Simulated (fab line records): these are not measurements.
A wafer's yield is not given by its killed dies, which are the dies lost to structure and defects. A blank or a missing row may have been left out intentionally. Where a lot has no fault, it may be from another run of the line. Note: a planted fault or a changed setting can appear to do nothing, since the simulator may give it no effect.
fab line records -- flow n5_finfet
[record] lots = 5, wafers = 15, last_day = 18
route steps=1938 shown BEOL_M7@1284
lots that met no fault: taken from a fault-free run of the same line
start_h: hours from the record's opening day to when the first of the lot's shown wafers began -- wait_h: hours elapsed since this lot's preceding step -- " identical to the entry in the row above -- L1.1+2: one row covering several wafers at once -- - no value present, or no start provided -- * or withheld: withheld -- < > ~ a bound
route shown NAME@n: a module of which the file shows steps, and the number in the route of the first -- usual: mean/standard deviation of fault-free wafers -- same: alike in all rows -- chamber/n: place in a boat -- sites: per-site readings -- _std_site: standard deviation of those values -- _edge_site: mean of outer sites minus mean of inner sites -- radius_mm: how far each site lies from the wafer's centre -- mask NAME#n: copy n -- behind: the last tool/chamber to shape the wafer -- hold: cause of the lot's hold/its duration in hours/its outcome -- device: the n, p or np transistor that did not switch -- end of line: the tests these same wafers got at the end of their route -- a step with no rows: only its recipe -- killed: not the wafer's yield, but the dies lost to structure and defects at the first sort -- map: shows each die of a wafer: x if killed, . if not, _ if none is there
set.NAME: the setting that was run; set.NAME@STEP: the one run at that earlier step -- model.NAME: the simulator's own value behind a step, which no gauge read
lots seen at some steps along the route; tables by step, rows by wafer
services: a tool's chamber out of use, with start hour (start_h, from the record's first day; less than 0 if before it), hours out, and reason
[[steps]]
[step N5_BEOL_M7_HM_OPEN_17]
[recipe] chemistry = Cl2/BCl3, target_depth_a = 200, overetch_a = 60, target = TiN, mask_material = SOC, ion_energy_ev = 150, pressure_mtorr = 10, icp_w = 1000, bias_w = 126, Cl2_flow_sccm = 53.25, bcl3_flow_sccm = 21.75, Ar_flow_sccm = 25
[usual] drypump_motor_current_A = 6.00/0.25, mfc_cl2_sccm = 53.26/0.18, oes_product_au = 0.70/0.083, throttle_valve_pct = 22.04/0.15
lot.wafer,tool,chamber,start_h,wait_h,drypump_motor_current_A,mfc_cl2_sccm,oes_product_au,rf_hours_counter_h,throttle_valve_pct
L075.3,rie_metal-02,1,197.49,0.1,6.31,53.33,0.56,-,21.91
L075.4,rie_metal-02,0,197.49,0.1,5.59,53.17,0.76,-,22.12
L075.6,rie_metal-02,0,197.49,0.1,5.61,53.18,0.75,-,22.13
L079.1,rie_metal-03,1,217.86,0.0,5.95,53.45,0.78,3,21.93
L079.4,rie_metal-03,1,217.86,0.0,5.93,53.27,0.79,-,21.93
L079.5,rie_metal-03,0,217.86,0.0,5.86,53.54,0.72,-,22.27
L080.3,rie_metal-01,1,226.51,0.1,6.40,53.17,0.60,-,21.87
L080.4,rie_metal-01,0,226.51,0.1,5.94,53.05,0.81,-,22.03
L080.5,rie_metal-01,1,226.51,0.1,6.42,53.13,0.60,-,21.88
L092.3,rie_metal-02,1,319.35,0.1,6.32,53.29,0.55,-,21.92
L092.4,rie_metal-02,0,319.35,0.1,5.64,53.16,0.73,-,22.10
L092.5,rie_metal-02,1,319.35,0.1,6.28,53.39,0.55,-,21.93
L094.2,rie_metal-01,0,342.05,0.0,5.95,53.29,0.76,15,22.06
L094.3,rie_metal-01,1,342.05,0.0,6.40,53.31,0.59,-,21.90
L094.6,rie_metal-01,1,342.05,0.0,6.39,53.46,0.58,-,21.90
[step N5_BEOL_M7_STRIP_19]
[recipe] chemistry = O2, power_w = 400, temp_c = 40, pressure_mtorr = 30, rf_frequency_hz = 6e+07, bias_power_w = 0, overash_fraction = 0.2, o2_flow_sccm = 225
[usual] drypump_motor_current_A = 5.5/0.49, oes_product_au = 0.78/0.073, rf_vpp_V = 3.6/0.55, showerhead_plenum_p_Torr = 2.11/0.054, throttle_valve_pct = 16.72/0.23
lot.wafer,tool,chamber,start_h,wait_h,drypump_motor_current_A,oes_product_au,rf_hours_counter_h,rf_vpp_V,showerhead_plenum_p_Torr,throttle_valve_pct
L075.3,rie_diel-04,0,197.57,0.1,5.1,0.80,96,3.1,2.10,16.60
L075.4,rie_diel-04,3,197.57,0.1,5.3,0.84,56,3.5,2.15,16.70
L075.6,rie_diel-04,3,197.57,0.1,5.3,0.84,-,3.4,2.15,16.68
L079.1,rie_diel-06,3,217.98,0.1,6.3,0.92,15,2.9,2.05,16.42
L079.4,rie_diel-06,0,217.98,0.1,4.9,0.68,242,3.1,2.06,16.49
L079.5,rie_diel-06,0,217.98,0.1,4.9,0.69,-,4.1,2.06,16.47
L080.3,rie_diel-02,1,226.59,0.1,5.7,0.78,155,2.9,2.09,16.61
L080.4,rie_diel-02,2,226.59,0.1,6.3,0.93,21,3.9,2.15,16.60
L080.5,rie_diel-02,3,226.59,0.1,4.9,0.74,-,3.5,2.18,16.61
L092.3,rie_diel-06,0,319.59,0.2,4.9,0.90,17,3.4,2.05,16.08
L092.4,rie_diel-06,3,319.59,0.2,6.3,0.88,46,3.4,2.04,16.49
L092.5,rie_diel-06,1,319.59,0.2,5.5,0.73,-,2.6,2.17,16.98
L094.2,rie_diel-06,3,342.16,0.1,6.2,0.86,52,3.8,2.04,16.46
L094.3,rie_diel-06,2,342.16,0.1,5.8,0.71,209,4.1,2.09,17.11
L094.6,rie_diel-06,1,342.16,0.1,5.5,0.71,-,3.7,2.16,16.99
[step N5_BEOL_M7_CD_MEAS_18]
[recipe] pitch_nm = 80, target_cd_nm = 40
[usual] cd_nm = 39.8/0.51
lot.wafer,tool,chamber,start_h,wait_h,cd_nm
L075.3,cd_sem-01,-,197.64,0.1,40.0
L075.4,cd_sem-01,-,197.64,0.1,39.3
L075.6,cd_sem-01,-,197.64,0.1,39.9
L079.1,cd_sem-02,-,218.04,0.0,39.3
L079.4,cd_sem-02,-,218.04,0.0,38.9
L079.5,cd_sem-02,-,218.04,0.0,39.7
L080.3,cd_sem-03,-,226.67,0.1,40.3
L080.4,cd_sem-03,-,226.67,0.1,39.5
L080.5,cd_sem-03,-,226.67,0.1,39.5
L092.3,cd_sem-02,-,319.66,0.1,40.2
L092.4,cd_sem-02,-,319.66,0.1,41.9
L092.5,cd_sem-02,-,319.66,0.1,40.5
L094.2,cd_sem-02,-,342.24,0.1,39.3
L094.3,cd_sem-02,-,342.24,0.1,39.5
L094.6,cd_sem-02,-,342.24,0.1,39.8
[step N5_BEOL_M7_COAT_63]
[recipe] resist = SOC, temp_c = 250, time_s = 60, spin_rpm = 1500, resist_thk_nm = 60
lot.wafer,tool,chamber,start_h,wait_h
L075.3+4+6,litho_track-04,0,197.68,0.0
L079.1+4+5,litho_track-05,0,220.10,2.1
L080.3+4+5,litho_track-03,0,226.74,0.1
L092.3+4+5,litho_track-05,0,323.32,3.7
L094.2+3+6,litho_track-05,0,343.72,1.5
[step N5_BEOL_M7_COAT_64]
[recipe] resist = SiARC, temp_c = 220, time_s = 60, spin_rpm = 1500, resist_thk_nm = 12
lot.wafer,tool,chamber,start_h,wait_h
L075.3+4+6,litho_track-04,0,-,-
L079.1+4+5,litho_track-05,0,-,-
L080.3+4+5,litho_track-03,0,-,-
L092.3+4+5,litho_track-05,0,-,-
L094.2+3+6,litho_track-05,0,-,-
[step N5_BEOL_M7_COAT_71]
[recipe] resist = underlayer, temp_c = 205, time_s = 60, spin_rpm = 1500, resist_thk_nm = 5
lot.wafer,tool,chamber,start_h,wait_h
L075.3+4+6,litho_track-04,0,-,-
L079.1+4+5,litho_track-05,0,-,-
L080.3+4+5,litho_track-03,0,-,-
L092.3+4+5,litho_track-05,0,-,-
L094.2+3+6,litho_track-05,0,-,-
[step N5_BEOL_M7_COAT_22]
[recipe] resist = CAR-EUV, spin_rpm = 1500, resist_thk_nm = 30
lot.wafer,tool,chamber,start_h,wait_h
L075.3+4+6,litho_track-04,0,-,-
L079.1+4+5,litho_track-05,0,-,-
L080.3+4+5,litho_track-03,0,-,-
L092.3+4+5,litho_track-05,0,-,-
L094.2+3+6,litho_track-05,0,-,-
[step N5_BEOL_M7_EBR_24]
[recipe] solvent = PGMEA, ebr_width_mm = 1.5
lot.wafer,tool,chamber,start_h,wait_h
L075.3+4+6,litho_track-04,0,-,-
L079.1+4+5,litho_track-05,0,-,-
L080.3+4+5,litho_track-03,0,-,-
L092.3+4+5,litho_track-05,0,-,-
L094.2+3+6,litho_track-05,0,-,-
[step N5_BEOL_M7_SOFTBAKE_23]
[recipe] temp_c = 110, time_s = 60, resist = CAR-EUV
lot.wafer,tool,chamber,start_h,wait_h
L075.3+4+6,litho_track-04,0,-,-
L079.1+4+5,litho_track-05,0,-,-
L080.3+4+5,litho_track-03,0,-,-
L092.3+4+5,litho_track-05,0,-,-
L094.2+3+6,litho_track-05,0,-,-
[step N5_BEOL_M7_EXPOSE_25]
[recipe] mask_id = V6, na = 0.33, source_shape = annular, sigma_inner = 0.4, sigma_outer = 0.8, polarization = unpolarized, target_cd_nm = 40, dose_mj = 42.5
lot.wafer,tool,chamber,start_h,wait_h,mask
L075.3+4+6,euv_scanner-01,0,197.83,-,V6#0
L079.1+4+5,euv_scanner-02,0,220.24,-,V6#0
L080.3+4+5,euv_scanner-01,0,227.01,-,V6#0
L092.3+4+5,euv_scanner-01,0,323.60,-,V6#0
L094.2+3+6,euv_scanner-01,0,343.99,-,V6#0
[step N5_BEOL_M7_PEB_26]
[recipe] peb_temp_c = 100, peb_time_s = 60, resist = CAR-EUV
lot.wafer,tool,chamber,start_h,wait_h
L075.3+4+6,litho_track-04,0,197.88,0.0
L079.1+4+5,litho_track-04,0,220.31,0.1
L080.3+4+5,litho_track-05,0,227.07,0.0
L092.3+4+5,litho_track-05,0,323.65,0.0
L094.2+3+6,litho_track-03,0,344.05,0.1
[step N5_BEOL_M7_DEVELOP_27]
[recipe] develop_time_s = 30, developer = TMAH, resist = CAR-EUV, rinse_liquid = surfactant_rinse, dry = air_spin, dev_temp_c = 23
[usual] developer_temp_C = 23.00/0.1
lot.wafer,tool,chamber,start_h,wait_h,developer_temp_C
L075.3,litho_track-04,0,-,-,23.00
L075.4,litho_track-04,0,-,-,23.04
L075.6,litho_track-04,0,-,-,22.89
L079.1,litho_track-04,0,-,-,23.29
L079.4,litho_track-04,0,-,-,23.04
L079.5,litho_track-04,0,-,-,23.21
L080.3,litho_track-05,0,-,-,23.08
L080.4,litho_track-05,0,-,-,22.95
L080.5,litho_track-05,0,-,-,23.06
L092.3,litho_track-05,0,-,-,22.98
L092.4,litho_track-05,0,-,-,23.11
L092.5,litho_track-05,0,-,-,22.98
L094.2,litho_track-03,0,-,-,23.01
L094.3,litho_track-03,0,-,-,23.14
L094.6,litho_track-03,0,-,-,22.99
[step N5_BEOL_M7_CD_MEAS_28]
[recipe] target_cd_nm = 40, landing_energy_ev = 500, detector = se_inlens
[usual] cd_nm = 39.95/0.25
lot.wafer,tool,chamber,start_h,wait_h,cd_nm
L075.3,cd_sem-01,0,197.95,-,40.04
L075.4,cd_sem-01,0,197.95,-,40.07
L075.6,cd_sem-01,0,197.95,-,40.18
L079.1,cd_sem-02,0,220.37,-,40.31
L079.4,cd_sem-02,0,220.37,-,39.95
L079.5,cd_sem-02,0,220.37,-,39.82
L080.3,cd_sem-02,0,227.13,-,40.32
L080.4,cd_sem-02,0,227.13,-,40.12
L080.5,cd_sem-02,0,227.13,-,40.11
L092.3,cd_sem-03,0,323.72,-,39.94
L092.4,cd_sem-03,0,323.72,-,39.92
L092.5,cd_sem-03,0,323.72,-,40.17
L094.2,cd_sem-02,0,344.11,-,39.66
L094.3,cd_sem-02,0,344.11,-,39.78
L094.6,cd_sem-02,0,344.11,-,39.71
[step N5_BEOL_M7_OVL_MEAS_29]
[recipe] points_per_wafer = 522
[usual] V6_OVL = -0.1/0.67
lot.wafer,tool,chamber,start_h,wait_h,V6_OVL[nm]
L075.3,overlay-02,0,197.99,0.0,-0.3
L075.4,overlay-02,0,197.99,0.0,-0.3
L075.6,overlay-02,0,197.99,0.0,-1.1
L079.1,overlay-01,0,220.40,0.0,0.7
L079.4,overlay-01,0,220.40,0.0,-0.6
L079.5,overlay-01,0,220.40,0.0,-0.1
L080.3,overlay-01,0,227.17,0.0,-0.3
L080.4,overlay-01,0,227.17,0.0,-0.1
L080.5,overlay-01,0,227.17,0.0,-0.1
L092.3,overlay-01,0,323.76,0.0,0.0
L092.4,overlay-01,0,323.76,0.0,0.5
L092.5,overlay-01,0,323.76,0.0,-0.3
L094.2,overlay-02,0,344.15,0.0,-0.1
L094.3,overlay-02,0,344.15,0.0,0.8
L094.6,overlay-02,0,344.15,0.0,0.3
[step N5_BEOL_M7_INSPECT_30]
[recipe] mode = adi, inspect_instrument = brightfield
[usual] raw_defect_count = 422/90
lot.wafer,tool,chamber,start_h,wait_h,raw_defect_count
L075.3,defect_inspect-02,-,198.04,0.0,366
L075.4,defect_inspect-02,-,198.04,0.0,304
L075.6,defect_inspect-02,-,198.04,0.0,349
L079.1,defect_inspect-02,-,220.46,0.1,402
L079.4,defect_inspect-02,-,220.46,0.1,289
L079.5,defect_inspect-02,-,220.46,0.1,586
L080.3,defect_inspect-01,-,227.22,0.0,420
L080.4,defect_inspect-01,-,227.22,0.0,430
L080.5,defect_inspect-01,-,227.22,0.0,411
L092.3,defect_inspect-02,-,323.80,0.0,387
L092.4,defect_inspect-02,-,323.80,0.0,546
L092.5,defect_inspect-02,-,323.80,0.0,352
L094.2,defect_inspect-02,-,344.20,0.0,450
L094.3,defect_inspect-02,-,344.20,0.0,454
L094.6,defect_inspect-02,-,344.20,0.0,404
[step N5_BEOL_M7_DESCUM_33]
[recipe] chemistry = O2, time_s = 7, source_power_w = 50, bias_power_w = 20, pressure_mtorr = 20, rf_frequency_hz = 2.712e+07, temp_c = 40, resist = CAR-EUV, o2_flow_sccm = 225
[usual] drypump_motor_current_A = 5.5/0.51, oes_product_au = 0.79/0.075, rf_vpp_V = 243.3/1.2, showerhead_plenum_p_Torr = 2.11/0.054, throttle_valve_pct = 20.46/0.18
lot.wafer,tool,chamber,start_h,wait_h,drypump_motor_current_A,oes_product_au,rf_hours_counter_h,rf_vpp_V,showerhead_plenum_p_Torr,throttle_valve_pct
L075.3,rie_diel-04,2,198.07,0.0,4.9,0.85,76,241.7,2.03,20.53
L075.4,rie_diel-04,3,198.07,0.0,5.3,0.84,56,243.0,2.15,20.50
L075.6,rie_diel-04,2,198.07,0.0,5.0,0.86,-,241.4,2.03,20.54
L079.1,rie_diel-02,3,220.50,0.0,5.0,0.74,180,245.8,2.18,20.34
L079.4,rie_diel-02,0,220.50,0.0,5.3,0.71,216,242.4,2.07,20.70
L079.5,rie_diel-02,2,220.50,0.0,6.4,0.94,-,244.5,2.15,20.42
L080.3,rie_diel-02,3,227.25,0.0,4.9,0.74,182,245.5,2.18,20.31
L080.4,rie_diel-02,1,227.25,0.0,5.7,0.76,155,244.5,2.09,20.37
L080.5,rie_diel-02,2,227.25,0.0,6.4,0.92,-,243.2,2.15,20.41
L092.3,rie_diel-04,1,323.84,0.0,6.1,0.72,210,242.7,2.18,20.50
L092.4,rie_diel-04,0,323.84,0.0,5.1,0.76,134,243.8,2.09,20.39
L092.5,rie_diel-04,2,323.84,0.0,5.0,0.81,-,241.5,2.02,20.58
L094.2,rie_diel-04,0,344.23,0.0,5.1,0.75,139,243.9,2.08,20.41
L094.3,rie_diel-04,2,344.23,0.0,5.0,0.81,122,243.7,2.02,20.60
L094.6,rie_diel-04,2,344.23,0.0,5.0,0.80,-,241.9,2.02,20.59
[step N5_BEOL_M7_ETCH_72]
[recipe] chemistry = N2/H2, target = underlayer, target_depth_a = 65, mask_material = CAR-EUV, time_s = 5.2, ion_energy_ev = 200, pressure_mtorr = 30, source_w = 840, bias_w = 150, n2_flow_sccm = 200, h2_flow_sccm = 200, ends = cleared
[usual] drypump_motor_current_A = 5.5/0.51, etch_rf_on_time_s = 5.20/0.11, oes_product_au = 0.67/0.062, rf_vpp_V = 524.1/2.2, showerhead_plenum_p_Torr = 2.56/0.064, throttle_valve_pct = 17.90/0.18
lot.wafer,tool,chamber,start_h,wait_h,drypump_motor_current_A,etch_rf_on_time_s,oes_product_au,rf_hours_counter_h,rf_vpp_V,showerhead_plenum_p_Torr,throttle_valve_pct
L075.3,rie_diel-04,2,198.10,0.0,5.0,5.12,0.74,76,522.6,2.45,17.87
L075.4,rie_diel-04,3,198.10,0.0,5.3,5.16,0.71,56,522.5,2.58,17.79
L075.6,rie_diel-04,2,198.10,0.0,4.9,5.07,0.74,-,519.8,2.45,17.89
L079.1,rie_diel-02,3,220.53,0.0,4.9,5.36,0.63,180,528.1,2.66,17.85
L079.4,rie_diel-02,0,220.53,0.0,5.3,5.43,0.58,216,522.7,2.52,18.30
L079.5,rie_diel-02,2,220.53,0.0,6.4,5.10,0.79,-,525.9,2.60,17.73
L080.3,rie_diel-02,3,227.29,0.0,5.0,5.31,0.62,182,526.2,2.66,17.83
L080.4,rie_diel-02,1,227.29,0.0,5.8,5.25,0.66,155,521.8,2.55,17.96
L080.5,rie_diel-02,2,227.29,0.0,6.4,5.11,0.79,-,524.0,2.60,17.75
L092.3,rie_diel-04,1,323.87,0.0,6.1,5.19,0.62,210,525.8,2.63,17.94
L092.4,rie_diel-04,0,323.87,0.0,5.1,5.10,0.66,134,524.2,2.54,17.83
L092.5,rie_diel-04,2,323.87,0.0,5.0,5.17,0.70,-,520.3,2.44,17.99
L094.2,rie_diel-04,0,344.27,0.0,5.1,5.06,0.65,139,523.7,2.54,17.82
L094.3,rie_diel-04,2,344.27,0.0,5.0,5.15,0.69,122,522.4,2.44,17.98
L094.6,rie_diel-04,2,344.27,0.0,5.0,5.16,0.69,-,520.5,2.44,17.95
[step N5_BEOL_M7_ETCH_65]
[recipe] chemistry = CF4, target = SiARC, target_depth_a = 156, mask_material = CAR-EUV, time_s = 26, ion_energy_ev = 80, pressure_mtorr = 40, source_w = 545, bias_w = 36, Ar_flow_sccm = 100, cf4_flow_sccm = 100, ends = cleared
[usual] drypump_motor_current_A = 5.5/0.51, etch_rf_on_time_s = 26.1/0.57, oes_product_au = 0.67/0.063, rf_vpp_V = 184.1/1.1, showerhead_plenum_p_Torr = 2.15/0.048, throttle_valve_pct = 15.62/0.17
lot.wafer,tool,chamber,start_h,wait_h,drypump_motor_current_A,etch_rf_on_time_s,oes_product_au,rf_hours_counter_h,rf_vpp_V,showerhead_plenum_p_Torr,throttle_valve_pct
L075.3,rie_diel-04,2,198.12,0.0,5.0,25.8,0.73,76,183.5,2.09,15.73
L075.4,rie_diel-04,3,198.12,0.0,5.3,25.9,0.71,56,183.8,2.17,15.49
L075.6,rie_diel-04,2,198.12,0.0,5.0,26.0,0.73,-,184.2,2.09,15.72
L079.1,rie_diel-02,3,220.55,0.0,4.9,26.6,0.63,180,185.6,2.22,15.47
L079.4,rie_diel-02,0,220.55,0.0,5.3,27.0,0.59,216,184.0,2.11,15.84
L079.5,rie_diel-02,2,220.55,0.0,6.3,25.7,0.79,-,185.3,2.20,15.54
L080.3,rie_diel-02,3,227.31,0.0,5.0,26.8,0.63,182,184.5,2.21,15.49
L080.4,rie_diel-02,1,227.31,0.0,5.7,26.3,0.65,155,182.8,2.14,15.60
L080.5,rie_diel-02,2,227.31,0.0,6.3,25.7,0.78,-,185.7,2.20,15.55
L092.3,rie_diel-04,1,323.89,0.0,6.1,26.0,0.62,210,183.1,2.21,15.65
L092.4,rie_diel-04,0,323.89,0.0,5.1,25.4,0.65,134,183.7,2.15,15.66
L092.5,rie_diel-04,2,323.89,0.0,5.0,26.0,0.69,-,183.6,2.08,15.83
L094.2,rie_diel-04,0,344.29,0.0,5.1,25.2,0.65,139,184.2,2.14,15.65
L094.3,rie_diel-04,2,344.29,0.0,5.0,25.8,0.68,122,181.7,2.08,15.83
L094.6,rie_diel-04,2,344.29,0.0,5.0,25.8,0.69,-,183.3,2.08,15.83
[step N5_BEOL_M7_ETCH_66]
[recipe] chemistry = N2/H2, target = SOC, target_depth_a = 800, overetch_a = 160, mask_material = SiARC, temp_c = 40, time_s = 120, ion_energy_ev = 200, pressure_mtorr = 30, source_w = 840, bias_w = 150, n2_flow_sccm = 200, h2_flow_sccm = 200
[usual] drypump_motor_current_A = 5.5/0.51, oes_product_au = 0.60/0.052, rf_vpp_V = 524.3/1.9, showerhead_plenum_p_Torr = 2.56/0.064, throttle_valve_pct = 17.85/0.18
lot.wafer,tool,chamber,start_h,wait_h,drypump_motor_current_A,oes_product_au,rf_hours_counter_h,rf_vpp_V,showerhead_plenum_p_Torr,throttle_valve_pct
L075.3,rie_diel-04,2,198.15,0.0,5.0,0.65,76,522.0,2.45,17.86
L075.4,rie_diel-04,3,198.15,0.0,5.3,0.64,56,523.8,2.58,17.71
L075.6,rie_diel-04,2,198.15,0.0,5.0,0.65,-,522.2,2.45,17.84
L079.1,rie_diel-02,3,220.58,0.0,5.0,0.57,180,527.4,2.66,17.80
L079.4,rie_diel-02,0,220.58,0.0,5.3,0.54,216,522.6,2.52,18.24
L079.5,rie_diel-02,2,220.58,0.0,6.3,0.70,-,527.1,2.60,17.71
L080.3,rie_diel-02,3,227.33,0.0,5.0,0.57,182,526.1,2.66,17.80
L080.4,rie_diel-02,1,227.33,0.0,5.8,0.60,155,523.7,2.55,17.91
L080.5,rie_diel-02,2,227.33,0.0,6.4,0.70,-,525.4,2.60,17.72
L092.3,rie_diel-04,1,323.92,0.0,6.1,0.56,210,527.0,2.63,17.91
L092.4,rie_diel-04,0,323.92,0.0,5.1,0.57,134,523.2,2.54,17.78
L092.5,rie_diel-04,2,323.92,0.0,5.0,0.62,-,520.7,2.44,17.92
L094.2,rie_diel-04,0,344.31,0.0,5.1,0.58,139,523.7,2.54,17.78
L094.3,rie_diel-04,2,344.31,0.0,5.0,0.61,122,521.3,2.44,17.94
L094.6,rie_diel-04,2,344.31,0.0,5.0,0.61,-,521.5,2.44,17.94
[step N5_BEOL_M7_STRIP_69]
[recipe] chemistry = N2/H2, temp_c = 40, n2_flow_sccm = 200, h2_flow_sccm = 200, rf_frequency_hz = 6e+07
lot.wafer,tool,chamber,start_h,wait_h
L075.3+4+6,rie_diel-04,"2,3,2",198.23,0.0
L079.1+4+5,rie_diel-02,"3,0,2",220.66,0.0
L080.3+4+5,rie_diel-02,"3,1,2",227.41,0.0
L092.3+4+5,rie_diel-04,"1,0,2",324.00,0.0
L094.2+3+6,rie_diel-04,"0,2,2",344.39,0.0
[step N5_BEOL_M7_STRIP_73]
[recipe] chemistry = N2/H2, temp_c = 40, n2_flow_sccm = 200, h2_flow_sccm = 200, rf_frequency_hz = 6e+07
lot.wafer,tool,chamber,start_h,wait_h
L075.3+4+6,rie_diel-04,"2,3,2",198.24,0.0
L079.1+4+5,rie_diel-02,"3,0,2",220.67,0.0
L080.3+4+5,rie_diel-02,"3,1,2",227.42,0.0
L092.3+4+5,rie_diel-04,"1,0,2",324.01,0.0
L094.2+3+6,rie_diel-04,"0,2,2",344.40,0.0
[step N5_BEOL_M7_VIA_ETCH_34]
[recipe] chemistry = C4F6/O2, target = SiCOH_lowk, target_depth_a = 1255, mask_material = SOC, taper_deg = 4, time_s = 50.5, ion_energy_ev = 250, pressure_mtorr = 30, source_w = 345, bias_w = 185, Ar_flow_sccm = 300, C4F6_flow_sccm = 10, O2_flow_sccm = 10
[usual] O2_flow_sccm = 10.00/0.03, drypump_motor_current_A = 5.5/0.51, oes_f_703_au = 0.78/0.067, oes_product_au = 0.79/0.073, rf_vpp_V = 666/12, showerhead_plenum_p_Torr = 2.87/0.069, throttle_valve_pct = 20.92/0.15
lot.wafer,tool,chamber,start_h,wait_h,O2_flow_sccm,drypump_motor_current_A,oes_f_703_au,oes_product_au,rf_hours_counter_h,rf_vpp_V,showerhead_plenum_p_Torr,throttle_valve_pct
L075.3,rie_diel-04,2,198.25,0.0,10.01,5.0,0.83,0.86,76,690,2.78,21.06
L075.4,rie_diel-04,3,198.25,0.0,9.99,5.3,0.83,0.84,56,653,2.91,20.90
L075.6,rie_diel-04,2,198.25,0.0,9.97,5.0,0.83,0.86,-,692,2.78,21.05
L079.1,rie_diel-02,3,220.68,0.0,10.02,5.0,0.74,0.73,180,671,2.97,20.81
L079.4,rie_diel-02,0,220.68,0.0,9.94,5.3,0.68,0.69,216,661,2.80,21.04
L079.5,rie_diel-02,2,220.68,0.0,10.04,6.3,0.91,0.92,-,670,2.93,20.97
L080.3,rie_diel-02,3,227.43,0.0,10.00,5.0,0.74,0.73,182,671,2.96,20.81
L080.4,rie_diel-02,1,227.43,0.0,9.99,5.7,0.76,0.77,155,659,2.82,20.73
L080.5,rie_diel-02,2,227.43,0.0,10.06,6.3,0.90,0.92,-,670,2.93,20.97
L092.3,rie_diel-04,1,324.02,0.0,10.01,6.1,0.74,0.72,210,665,2.94,20.91
L092.4,rie_diel-04,0,324.02,0.0,10.02,5.1,0.77,0.76,134,656,2.85,20.93
L092.5,rie_diel-04,2,324.02,0.0,10.01,5.0,0.78,0.81,-,690,2.76,21.10
L094.2,rie_diel-04,0,344.41,0.0,10.01,5.1,0.76,0.76,139,657,2.85,20.96
L094.3,rie_diel-04,2,344.41,0.0,9.99,5.0,0.78,0.81,122,691,2.76,21.11
L094.6,rie_diel-04,2,344.41,0.0,10.03,5.0,0.78,0.82,-,692,2.76,21.12
[[services]]
tool,chamber,start_h,hours,kind
euv_scanner-01,-,176.18,1.0,pm
rie_diel-06,-,177.84,0.6,repair
rie_metal-01,-,179.36,0.6,repair
rie_diel-04,0,185.19,4.0,repair
euv_scanner-02,-,185.55,1.0,pm
euv_scanner-01,-,218.91,0.8,repair
rie_metal-02,-,221.84,2.8,pm
rie_metal-03,-,230.33,0.4,repair
euv_scanner-01,-,232.33,1.0,pm
rie_diel-06,3,235.37,2.3,repair
euv_scanner-02,-,241.10,12.0,pm
rie_diel-06,0,244.91,-,clean
litho_track-03,-,246.69,-,consumable_replace:filter
euv_scanner-01,-,252.45,0.2,repair
euv_scanner-02,-,253.10,1.0,pm
euv_scanner-01,-,292.07,1.0,pm
rie_diel-06,1,295.74,3.9,repair
euv_scanner-02,-,297.85,1.0,pm
euv_scanner-01,0,303.82,-,calibration
rie_diel-06,1,303.97,8.4,repair
euv_scanner-01,-,308.43,4.6,pm
rie_metal-02,-,314.27,1.4,pm
rie_diel-06,0,337.93,3.2,repair
rie_diel-04,3,342.35,3.4,repair
[[key]]
fault none
